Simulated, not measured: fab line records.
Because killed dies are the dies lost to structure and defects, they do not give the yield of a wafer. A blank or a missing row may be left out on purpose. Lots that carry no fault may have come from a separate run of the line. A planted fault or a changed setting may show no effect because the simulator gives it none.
fab line records	flow n5_finfet
[record] lots = 7	wafers = 20	last_day = 18
route steps=1938 shown BEOL_M3@991 BEOL_M4@1111 PASSIVATION@1936
lots that met no fault: taken from a fault-free run of the same line
start_h: start of the lot's first displayed wafer, in hours after the record's first day	wait_h: time in hours since the lot's previous step	" as in the row above	L1.1+2: a row that stands for several wafers	- either no value or no given start	* or withheld: withheld	< > ~ a bound
route shown NAME@n: names a module that has steps shown in the file, with the first one's number in the route	usual: mean and standard deviation over wafers with no fault	same: alike in all rows	chamber/n: place in a boat	sites: the reading at each site	_std_site: standard deviation across them	_edge_site: the outer-site mean with the inner-site mean subtracted	radius_mm: for every site, how far away it sits from the centre of the wafer	mask NAME#n: copy n	behind: the tool/chamber that last shaped the wafer	hold: reason for holding the lot/hours on hold/outcome of the hold	device: whichever transistor did not switch (one of n, p or np)	end of line: the same wafers' tests at the end of the route	a step with no rows: only its recipe	killed: the dies lost at the first sort to structure and to defects; this is not the yield of the wafer	map: a wafer's dies, marking killed ones x, the rest . and places with no die _
set.NAME: the setting the step ran with; set.NAME@STEP: the setting that earlier step ran with	model.NAME: the simulator's own value behind a step, which no gauge read
certain route steps with their lots: each step a table, each wafer a row
services: a tool's chamber out of use, with start hour (start_h, from the record's first day; less than 0 if before it), hours out, and reason
[[steps]]
[step N5_BEOL_M3_ALD_84]
[recipe] material = TaN	target_thk_a = *	temp_c = 275	ald_precursor_family = PDMAT	ald_co_reactant = NH3	pressure_torr = 3	carrier_flow_sccm = 1500	pulse_time_s = 2	purge_time_s = 3	co_reactant_purge_time_s = 2	co_reactant_pulse_time_s = 3	ald_cycles = 30	precursor_vessel_temp_c = 75	precursor_vessel_pressure_torr = 26.25	precursor_vessel_carrier_sccm = 1000
[usual] heater_power_w = 420/40	precursor_vessel_pressure_torr = 26.25/0.054
lot.wafer	tool	chamber	start_h	wait_h	heater_power_w	precursor_vessel_pressure_torr
L626.3	ald_metal-03	2	161.24	0.1	462	26.16
L626.5	"	2	"	"	444	26.14
L626.6	"	3	"	"	351	26.20
L636.3	ald_metal-01	1	228.37	0.1	404	26.28
L636.4	"	2	"	"	441	26.21
L636.5	"	2	"	"	435	26.26
L637.1	ald_metal-01	0	232.99	0.0	427	26.30
L637.3	"	3	"	"	400	26.24
L637.4	"	1	"	"	397	26.29
L639.4	ald_metal-01	2	255.99	0.1	435	26.23
L639.5	"	1	"	"	419	26.23
L639.6	"	3	"	"	399	26.31
L638.1	ald_metal-03	0	256.04	0.1	425	26.14
L638.4	"	1	"	"	497	26.17
L638.5	"	2	"	"	461	26.31
L642.3	ald_metal-04	2	269.14	0.1	348	26.33
L642.5	"	2	"	"	349	26.31
L642.6	"	1	"	"	463	26.26
L648.1	ald_metal-04	1	290.58	0.0	451	26.24
L648.5	"	2	"	"	367	26.27
[step N5_BEOL_M3_SURFACE_TREAT_85]
[recipe] gas = Ar	time_s = *	ion_energy_ev = *	ion_current_ma_cm2 = 0.5	pressure_mtorr = *	ar_flow_sccm = 30
[step N5_BEOL_M3_CVD_47]
[recipe] material = Co	target_thk_a = 30	temp_c = withheld	precursor = CCTBA/H2	pressure_torr = 30	time_s = 223.8
[step N5_BEOL_M3_SPUTTER_48]
[recipe] material = Cu	target_thk_a = 45	temp_c = -20	chamber_pressure_pa = 0.07	power_w = withheld	time_s = 8.29
[step N5_BEOL_M3_ANNEAL_49]
[recipe] temp_c = 400	time_s = 240	ambient = vacuum
[usual] heater_power_w = 822/55	susceptor_temp_C = 400.01/0.22
[same] time_s = 240
lot.wafer	tool	chamber	start_h	wait_h	heater_power_w	susceptor_temp_C
L626.3	pvd_sputter-02	-	162.13	0.0	886	400.19
L626.5	"	-	"	"	836	399.96
L626.6	"	-	"	"	886	399.95
L636.3	pvd_sputter-01	-	228.97	0.0	773	400.00
L636.4	"	-	"	"	768	399.86
L636.5	"	-	"	"	784	399.97
L637.1	pvd_sputter-01	-	233.85	0.0	759	400.15
L637.3	"	-	"	"	818	399.82
L637.4	"	-	"	"	752	400.11
L639.4	pvd_sputter-02	-	256.46	0.0	929	399.82
L639.5	"	-	"	"	965	400.27
L639.6	"	-	"	"	783	400.34
L638.1	pvd_sputter-01	-	256.68	0.0	799	399.93
L638.4	"	-	"	"	755	400.08
L638.5	"	-	"	"	827	399.84
L642.3	pvd_sputter-03	-	269.92	0.0	787	400.42
L642.5	"	-	"	"	882	399.81
L642.6	"	-	"	"	865	399.80
L648.1	pvd_sputter-01	-	292.61	0.0	746	399.88
L648.5	"	-	"	"	830	400.23
[step N5_BEOL_M3_SPUTTER_79]
[recipe] material = Cu	target_thk_a = 45	temp_c = -20	chamber_pressure_pa = 0.07	power_w = withheld	time_s = 8.29
[step N5_BEOL_M3_ANNEAL_80]
[recipe] temp_c = 400	time_s = 240	ambient = vacuum
[usual] heater_power_w = 821/56	susceptor_temp_C = 399.98/0.22
[same] time_s = 240
lot.wafer	tool	chamber	start_h	wait_h	heater_power_w	susceptor_temp_C
L626.3	pvd_sputter-02	-	162.35	0.0	905	399.86
L626.5	"	-	"	"	820	400.36
L626.6	"	-	"	"	903	399.98
L636.3	pvd_sputter-01	-	229.19	0.0	793	399.87
L636.4	"	-	"	"	773	400.05
L636.5	"	-	"	"	745	399.84
L637.1	pvd_sputter-01	-	234.07	0.0	781	400.64
L637.3	"	-	"	"	795	399.92
L637.4	"	-	"	"	748	400.08
L639.4	pvd_sputter-02	-	256.68	0.0	920	400.26
L639.5	"	-	"	"	930	400.37
L639.6	"	-	"	"	767	399.98
L638.1	pvd_sputter-01	-	256.90	0.0	771	399.78
L638.4	"	-	"	"	753	400.17
L638.5	"	-	"	"	838	400.09
L642.3	pvd_sputter-03	-	270.14	0.0	806	399.84
L642.5	"	-	"	"	884	399.97
L642.6	"	-	"	"	866	399.72
L648.1	pvd_sputter-01	-	292.83	0.0	750	399.89
L648.5	"	-	"	"	833	400.01
[step N5_BEOL_M3_SPUTTER_81]
[recipe] material = Cu	target_thk_a = 45	temp_c = -20	chamber_pressure_pa = 0.07	power_w = withheld	time_s = 8.29
[usual] throttle_valve_pct = 30.2/0.95
[same] time_s = 8.29
lot.wafer	tool	chamber	start_h	wait_h	throttle_valve_pct
L626.3	pvd_sputter-02	-	162.49	0.1	32.0
L626.5	"	-	"	"	29.7
L626.6	"	-	"	"	31.5
L636.3	pvd_sputter-01	-	229.33	0.1	31.6
L636.4	"	-	"	"	30.0
L636.5	"	-	"	"	28.5
L637.1	pvd_sputter-01	-	234.21	0.1	31.5
L637.3	"	-	"	"	30.3
L637.4	"	-	"	"	28.8
L639.4	pvd_sputter-02	-	256.82	0.1	29.9
L639.5	"	-	"	"	30.0
L639.6	"	-	"	"	29.6
L638.1	pvd_sputter-01	-	257.04	0.1	31.4
L638.4	"	-	"	"	30.2
L638.5	"	-	"	"	30.4
L642.3	pvd_sputter-03	-	270.28	0.1	30.5
L642.5	"	-	"	"	29.6
L642.6	"	-	"	"	29.2
L648.1	pvd_sputter-01	-	292.97	0.1	30.1
L648.5	"	-	"	"	30.6
[step N5_BEOL_M3_ANNEAL_82]
[recipe] temp_c = 400	time_s = 240	ambient = vacuum
[step N5_BEOL_M3_SPUTTER_86]
[recipe] material = Cu	target_thk_a = 45	temp_c = -20	chamber_pressure_pa = 0.07	power_w = withheld	time_s = 8.29
[step N5_BEOL_M3_ANNEAL_87]
[recipe] temp_c = 400	time_s = 240	ambient = vacuum
[step N5_BEOL_M3_SPUTTER_88]
[recipe] material = Cu	target_thk_a = 45	temp_c = -20	chamber_pressure_pa = 0.07	power_w = withheld	time_s = 8.29
[usual] throttle_valve_pct = 30.2/0.93
[same] time_s = 8.29
lot.wafer	tool	chamber	start_h	wait_h	throttle_valve_pct
L626.3	pvd_sputter-02	-	162.93	0.1	31.9
L626.5	"	-	"	"	29.8
L626.6	"	-	"	"	31.8
L636.3	pvd_sputter-01	-	229.77	0.1	31.5
L636.4	"	-	"	"	30.0
L636.5	"	-	"	"	28.8
L637.1	pvd_sputter-01	-	234.65	0.1	31.5
L637.3	"	-	"	"	30.4
L637.4	"	-	"	"	28.4
L639.4	pvd_sputter-02	-	257.26	0.1	29.8
L639.5	"	-	"	"	30.0
L639.6	"	-	"	"	29.4
L638.1	pvd_sputter-01	-	257.48	0.1	31.6
L638.4	"	-	"	"	30.1
L638.5	"	-	"	"	30.5
L642.3	pvd_sputter-03	-	270.72	0.1	30.6
L642.5	"	-	"	"	29.5
L642.6	"	-	"	"	28.9
L648.1	pvd_sputter-01	-	293.41	0.1	30.1
L648.5	"	-	"	"	30.5
[step N5_BEOL_M3_ANNEAL_89]
[recipe] temp_c = 400	time_s = 240	ambient = vacuum
[usual] heater_power_w = 820/57	susceptor_temp_C = 399.98/0.21	time_s = 240/0
lot.wafer	tool	chamber	start_h	wait_h	heater_power_w	susceptor_temp_C	time_s
L626.3	pvd_sputter-02	-	163.01	0.0	900	400.04	240
L626.5	"	-	"	"	825	400.33	240
L626.6	"	-	"	"	894	399.71	240
L636.3	pvd_sputter-01	-	229.85	0.0	-	-	-
L636.4	"	-	"	"	-	-	-
L636.5	"	-	"	"	-	-	-
L637.1	pvd_sputter-01	-	234.73	0.0	-	-	-
L637.3	"	-	"	"	-	-	-
L637.4	"	-	"	"	-	-	-
L639.4	pvd_sputter-02	-	257.34	0.0	932	399.90	240
L639.5	"	-	"	"	927	399.93	240
L639.6	"	-	"	"	784	400.10	240
L638.1	pvd_sputter-01	-	257.56	0.0	-	-	-
L638.4	"	-	"	"	-	-	-
L638.5	"	-	"	"	-	-	-
L642.3	pvd_sputter-03	-	270.80	0.0	785	399.55	240
L642.5	"	-	"	"	876	400.03	240
L642.6	"	-	"	"	843	400.16	240
L648.1	pvd_sputter-01	-	293.49	0.0	771	399.39	240
L648.5	"	-	"	"	815	399.76	240
[step N5_BEOL_M3_SPUTTER_90]
[recipe] material = Cu	target_thk_a = 45	temp_c = -20	chamber_pressure_pa = 0.07	power_w = withheld	time_s = 8.29
[step N5_BEOL_M4_RC_MEAS_101]
[usual] DIBL_N = 36.1/2	DIBL_P = 36.3/2.5	IOFF_N = 0.16/0.037	IOFF_P = 0.21/0.039	ION_N = 678/15	ION_P = 465/8.7	SS_N = 71.4/0.7	SS_P = 73.3/0.74	VT_N = 249/3.6	VT_P = -250.0/2.9
lot.wafer	tool	chamber	start_h	wait_h	DIBL_N[mV/V]	DIBL_P[mV/V]	IOFF_N[nA/um]	IOFF_P[nA/um]	ION_N[uA/um]	ION_P[uA/um]	SS_N[mV/dec]	SS_P[mV/dec]	VT_N[mV]	VT_P[mV]
L626.3	prober-02	0	178.72	0.3	34.2	34.8	0.14	0.21	675	462	71.8	73.2	250	-247.8
L626.5	"	0	"	"	34.0	34.7	0.15	0.22	693	477	71.0	73.3	248	-248.4
L626.6	"	0	"	"	36.2	36.9	0.18	0.24	671	460	71.8	73.6	246	-248.3
L636.3	prober-01	0	256.17	0.3	37.9	36.7	0.17	0.24	654	455	72.0	73.6	252	-246.1
L636.4	"	0	"	"	34.7	33.0	0.13	0.19	670	457	70.6	72.4	251	-249.3
L636.5	"	0	"	"	35.3	33.8	0.13	0.20	657	465	71.1	73.2	252	-250.4
L637.1	prober-02	0	256.28	0.0	35.6	35.2	0.17	0.19	685	467	71.0	72.9	248	-252.2
L637.3	"	0	"	"	33.7	33.8	0.13	0.18	677	465	70.9	72.3	252	-252.4
L637.4	"	0	"	"	34.7	34.0	0.14	0.19	658	453	71.0	72.8	250	-252.1
L639.4	prober-01	0	269.30	0.5	36.8	36.9	0.18	0.24	682	470	71.6	73.6	247	-244.9
L639.5	"	0	"	"	36.0	35.8	0.15	0.23	659	464	71.5	73.7	250	-250.1
L639.6	"	0	"	"	35.5	36.3	0.16	0.24	685	477	71.4	73.4	246	-245.0
L638.1	prober-02	0	275.10	0.0	38.8	40.3	0.20	0.24	696	481	72.3	73.9	246	-247.9
L638.4	"	0	"	"	40.2	42.1	0.24	0.29	681	465	72.8	74.5	246	-248.6
L638.5	"	0	"	"	38.7	39.6	0.20	0.23	691	470	71.6	74.2	245	-248.5
L642.3	prober-02	0	299.46	0.3	32.7	32.9	0.11	0.16	668	463	70.4	72.5	256	-250.3
L642.5	"	0	"	"	33.5	33.2	0.12	0.16	664	460	70.7	72.6	254	-253.1
L642.6	"	0	"	"	38.5	41.1	0.21	0.30	676	469	71.9	74.7	247	-245.6
L648.1	prober-02	0	313.10	0.0	34.4	35.3	0.13	0.20	663	456	70.3	73.5	250	-248.7
L648.5	"	0	"	"	32.6	32.2	0.11	0.16	674	474	70.5	72.4	252	-252.8
[step N5_PASSIVATION_PROBE_49]
[usual] defect_limited_yield = 91.1/1.3	killed_at_M0_to_M3 = 32/9.7	killed_at_M4_up = 16/6	killed_at_contacts = 12/5.9	killed_at_front_end = 41/11	killed_at_other = 4/3.1	killed_dies = 104/16	killed_open = 68/12	killed_short = 34/7.4	sort_bin_5_function = 5.1/0.85	sort_bin_6_memory = 3.3/0.66	sort_bin_8_speed = 0.1/0.53	sort_n_pass = 1075/16	sort_yield_pct = 91.1/1.4
[same] gross_dies = 1180	killed_at_back_side = 0	sort_bin_4_leakage[%] = 0
lot.wafer	tool	chamber	start_h	wait_h	defect_limited_yield[%]	killed_at_M0_to_M3	killed_at_M4_up	killed_at_contacts	killed_at_front_end	killed_at_other	killed_dies	killed_open	killed_short	sort_bin_5_function[%]	sort_bin_6_memory[%]	sort_bin_8_speed[%]	sort_n_pass	sort_yield_pct[%]
L626.3	prober-02	-	291.32	0.1	91.3	33	14	20	32	4	103	71	32	4.8	3.6	0	1077	91.3
L626.5	prober-02	-	291.42	0.2	92.3	33	20	14	22	2	91	60	29	4.4	3.2	0	1089	92.3
L626.6	prober-02	-	291.47	0.3	90.0	40	17	5	48	8	118	79	37	5.8	3.8	0	1062	90.0
L636.3	prober-02	-	366.05	0.1	89.6	26	13	13	63	8	123	73	42	6.4	3.4	0	1057	89.6
L636.4	prober-02	-	366.10	0.2	89.3	27	21	13	63	2	126	102	23	6.9	3.6	0	1054	89.3
L636.5	prober-02	-	366.15	0.2	88.8	38	13	22	56	3	132	89	40	6.0	4.7	0	1048	88.8
L637.1	prober-01	-	367.56	0.0	89.4	37	9	2	68	9	125	78	36	5.6	3.7	0	1055	89.4
L637.3	prober-01	-	367.66	0.1	91.8	38	9	6	39	5	97	68	29	5.3	2.6	0	1083	91.8
L637.4	prober-01	-	367.71	0.2	92.3	27	11	4	44	5	91	67	24	4.0	3.5	0	1089	92.3
L639.4	prober-01	-	370.73	0.2	91.7	19	16	17	46	0	98	64	31	4.5	3.7	0	1082	91.7
L639.5	prober-01	-	370.78	0.2	93.1	17	28	6	30	0	81	57	21	3.5	3.2	0	1099	93.1
L639.6	prober-01	-	370.83	0.3	91.1	29	20	7	49	0	105	69	34	5.6	2.9	0	1075	91.1
L638.1	prober-02	-	376.91	0.0	91.6	32	16	5	37	9	99	61	38	5.3	2.7	0	1081	91.6
L638.4	prober-02	-	377.06	0.2	87.4	47	41	17	43	1	149	113	36	7.6	4.8	0	1031	87.4
L638.5	prober-02	-	377.11	0.2	91.6	25	14	23	37	0	99	65	30	4.4	3.6	0.1	1081	91.6
L642.3	prober-01	-	400.04	0.1	90.2	21	24	19	52	0	116	83	28	5.7	3.6	0	1064	90.2
L642.5	prober-01	-	400.14	0.2	92.5	29	22	6	28	4	89	52	37	4.7	2.6	0	1091	92.5
L642.6	prober-01	-	400.19	0.3	92.8	25	15	8	37	0	85	57	21	3.5	3.1	0	1095	92.8
L648.1	prober-02	-	442.73	0.6	90.4	28	9	21	54	1	113	66	46	5.3	3.7	0	1067	90.4
L648.5	prober-02	-	442.93	0.8	90.5	30	11	17	52	2	112	80	32	5.8	3.2	0	1068	90.5
// killed by level:class
L626.3 MOL_CONTACT_COAG:geometric_particle:open=17 BEOL_M0_SAQP:geometric_particle:open=10 FIN_SAQP:geometric_particle:open=8 BEOL_M4:geometric_particle:short=7 BEOL_M0_SAQP:geometric_particle:short=6 BEOL_M3:geometric_particle:open=5 FIN_SAQP:geometric_particle:short=4 BEOL_M2:geometric_particle:open=4
L626.5 MOL_CONTACT_COAG:geometric_particle:open=11 BEOL_M1:geometric_particle:open=8 BEOL_M0_SAQP:geometric_particle:open=7 GATE_CUT:geometric_particle:short=6 BEOL_M4:geometric_particle:open=6 BEOL_M0:geometric_particle:open=5 BEOL_M0_SAQP:geometric_particle:short=4 FIN_SAQP:geometric_particle:open=3
L626.6 BEOL_M2:geometric_particle:open=10 STI_FIN_REVEAL:geometric_particle:open=9 BEOL_M0_SAQP:geometric_particle:short=8 FIN_SAQP:geometric_particle:open=7 GATE_CUT:geometric_particle:open=7 BEOL_M0_SAQP:geometric_particle:open=7 GATE_CUT:geometric_particle:short=6 FIN_SAQP:geometric_particle:short=5
L636.3 STI_FIN_REVEAL:geometric_particle:open=14 BEOL_M0_SAQP:geometric_particle:short=12 FIN_SAQP:geometric_particle:open=11 DUMMY_GATE:geometric_particle:open=10 MOL_CONTACT_COAG:geometric_particle:open=10 BEOL_M0_SAQP:geometric_particle:open=7 GATE_CUT:geometric_particle:short=6 HKMG_FIN:area_etch=6
L636.4 STI_FIN_REVEAL:geometric_particle:open=23 FIN_SAQP:geometric_particle:open=16 BEOL_M2:geometric_particle:open=12 MOL_CONTACT_COAG:geometric_particle:open=10 DUMMY_GATE:geometric_particle:open=7 BEOL_M4:geometric_particle:open=7 BEOL_M0_SAQP:geometric_particle:open=6 BEOL_M7:geometric_particle:open=6
L636.5 MOL_CONTACT_COAG:geometric_particle:open=17 FIN_SAQP:geometric_particle:open=15 BEOL_M0_SAQP:geometric_particle:short=9 DUMMY_GATE:geometric_particle:open=8 BEOL_M0_SAQP:geometric_particle:open=8 BEOL_M1:geometric_particle:open=8 STI_FIN_REVEAL:geometric_particle:open=7 MOL_CONTACT_COAG:geometric_particle:short=5
L637.1 FIN_SAQP:geometric_particle:open=18 BEOL_M2:geometric_particle:open=12 FIN_SAQP:geometric_particle:short=11 HKMG_FIN:area_etch=10 GATE_CUT:geometric_particle:open=8 BEOL_M0:geometric_particle:open=7 BEOL_M0_SAQP:geometric_particle:open=7 GATE_CUT:geometric_particle:short=6
L637.3 FIN_SAQP:geometric_particle:open=15 BEOL_M1:geometric_particle:open=8 FIN_SAQP:geometric_particle:short=7 BEOL_M2:geometric_particle:open=7 BEOL_M0_SAQP:geometric_particle:open=6 BEOL_M0:geometric_particle:open=5 STI_FIN_REVEAL:geometric_particle:open=4 MOL_CONTACT_COAG:geometric_particle:open=4
L637.4 FIN_SAQP:geometric_particle:open=14 GATE_CUT:geometric_particle:open=7 BEOL_M2:geometric_particle:open=7 ILD0:geometric_particle:open=6 BEOL_M0_SAQP:geometric_particle:open=6 BEOL_M0_SAQP:geometric_particle:short=6 BEOL_M4:geometric_particle:open=6 STARTING-WAFER:geometric_particle:open=5
L639.4 FIN_SAQP:geometric_particle:open=19 MOL_CONTACT_COAG:geometric_particle:open=14 FIN_SAQP:geometric_particle:short=11 BEOL_M0_SAQP:geometric_particle:short=6 STI_FIN_REVEAL:geometric_particle:open=5 BEOL_M2:geometric_particle:open=4 BEOL_M4:geometric_particle:open=4 STARTING-WAFER:geometric_particle:short=4
L639.5 BEOL_M4:geometric_particle:open=13 FIN_SAQP:geometric_particle:open=12 STI_FIN_REVEAL:geometric_particle:open=6 BEOL_M4:geometric_particle:short=6 FIN_SAQP:geometric_particle:short=4 MOL_CONTACT_COAG:geometric_particle:open=4 BEOL_M2:geometric_particle:open=4 BEOL_M0_SAQP:geometric_particle:short=3
L639.6 FIN_SAQP:geometric_particle:open=15 FIN_SAQP:geometric_particle:short=11 BEOL_M1:geometric_particle:open=8 MOL_CONTACT_COAG:geometric_particle:open=7 BEOL_M2:geometric_particle:open=7 BEOL_M4:geometric_particle:short=5 BEOL_M5:geometric_particle:open=5 BEOL_M6:geometric_particle:open=5
L638.1 STI_FIN_REVEAL:geometric_particle:open=12 BEOL_M1:geometric_particle:open=7 BEOL_M4:geometric_particle:open=6 FIN_SAQP:geometric_particle:short=5 MOL_CONTACT_COAG:geometric_particle:open=5 PASS1_CAP:geometric_particle:open=5 STARTING-WAFER:geometric_particle:short=5 STI_FIN_REVEAL:geometric_particle:short=4
L638.4 BEOL_M4:geometric_particle:open=26 BEOL_M3:geometric_particle:open=19 STI_FIN_REVEAL:geometric_particle:open=15 MOL_CONTACT_COAG:geometric_particle:open=13 FIN_SAQP:geometric_particle:open=6 DUMMY_GATE:geometric_particle:open=6 BEOL_M3:geometric_particle:short=6 BEOL_M2:geometric_particle:open=6
L638.5 MOL_CONTACT_COAG:geometric_particle:open=13 MOL_CONTACT_COAG:geometric_particle:short=10 STI_FIN_REVEAL:geometric_particle:open=9 FIN_SAQP:geometric_particle:open=6 BEOL_M3:geometric_particle:open=6 DUMMY_GATE:geometric_particle:open=5 BEOL_M1:geometric_particle:open=5 GATE_CUT:geometric_particle:short=4
L642.3 MOL_CONTACT_COAG:geometric_particle:open=17 DUMMY_GATE:geometric_particle:open=14 STI_FIN_REVEAL:geometric_particle:open=9 BEOL_M3:geometric_particle:open=9 BEOL_M4:geometric_particle:open=9 FIN_SAQP:geometric_particle:open=6 BEOL_M2:geometric_particle:open=5 BEOL_M4:geometric_particle:short=5
L642.5 BEOL_M4:geometric_particle:open=10 FIN_SAQP:geometric_particle:short=9 BEOL_M0_SAQP:geometric_particle:short=6 BEOL_M0_SAQP:geometric_particle:open=6 BEOL_M3:geometric_particle:open=6 MOL_CONTACT_COAG:geometric_particle:open=5 FIN_SAQP:geometric_particle:open=3 STI_FIN_REVEAL:geometric_particle:open=3
L642.6 MOL_CONTACT_COAG:geometric_particle:open=7 BEOL_M1:geometric_particle:open=7 HKMG_FIN:area_etch=7 BEOL_M4:geometric_particle:open=6 BEOL_M0_SAQP:geometric_particle:short=5 STARTING-WAFER:geometric_particle:open=5 FIN_SAQP:geometric_particle:open=4 DUMMY_GATE:geometric_particle:open=4
L648.1 FIN_SAQP:geometric_particle:open=22 MOL_CONTACT_COAG:geometric_particle:open=15 FIN_SAQP:geometric_particle:short=14 BEOL_M0_SAQP:geometric_particle:short=8 BEOL_M1:geometric_particle:short=8 MOL_CONTACT_COAG:geometric_particle:short=6 STI_FIN_REVEAL:geometric_particle:open=5 BEOL_M1:geometric_particle:open=5
L648.5 FIN_SAQP:geometric_particle:open=18 MOL_CONTACT_COAG:geometric_particle:open=15 BEOL_M0_SAQP:geometric_particle:open=9 BEOL_M0_SAQP:geometric_particle:short=9 STI_FIN_REVEAL:geometric_particle:open=7 DUMMY_GATE:geometric_particle:open=6 FIN_SAQP:geometric_particle:short=5 STARTING-WAFER:geometric_particle:open=5
[[services]]
tool	chamber	start_h	hours	kind
ald_metal-04	-	143.52	6.0	pm
ald_metal-01	-	163.46	14.6	pm
ald_metal-01	2	216.17	2.4	repair
ald_metal-01	0	244.90	1.6	repair
ald_metal-01	0	255.86	4.0	repair
ald_metal-03	1	262.22	8.8	repair
ald_metal-01	-	265.40	0.6	repair
ald_metal-03	1	282.50	6.5	repair
[[key]]
[first_sign] step = N5_BEOL_M3_ANNEAL_89	reading = tool_record	direction = missing
effect none on later readings
met_at N5_BEOL_M3_ANNEAL_89
struck_wafers L636.3,L636.4,L636.5,L637.1,L637.3,L637.4,L638.1,L638.4,L638.5
[baseline_loss] step = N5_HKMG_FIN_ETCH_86	wafers = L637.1
[fault] kind = skipped_step_whole	tool = pvd_sputter-01	chamber = -	onset_h = 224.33	steps = N5_BEOL_M3_ANNEAL_89	scope = struck_lots_only
// baseline_loss: these wafers lose ten dies or more at that step, a loss of the line's own and not of a fault; the sort's usual values leave them out
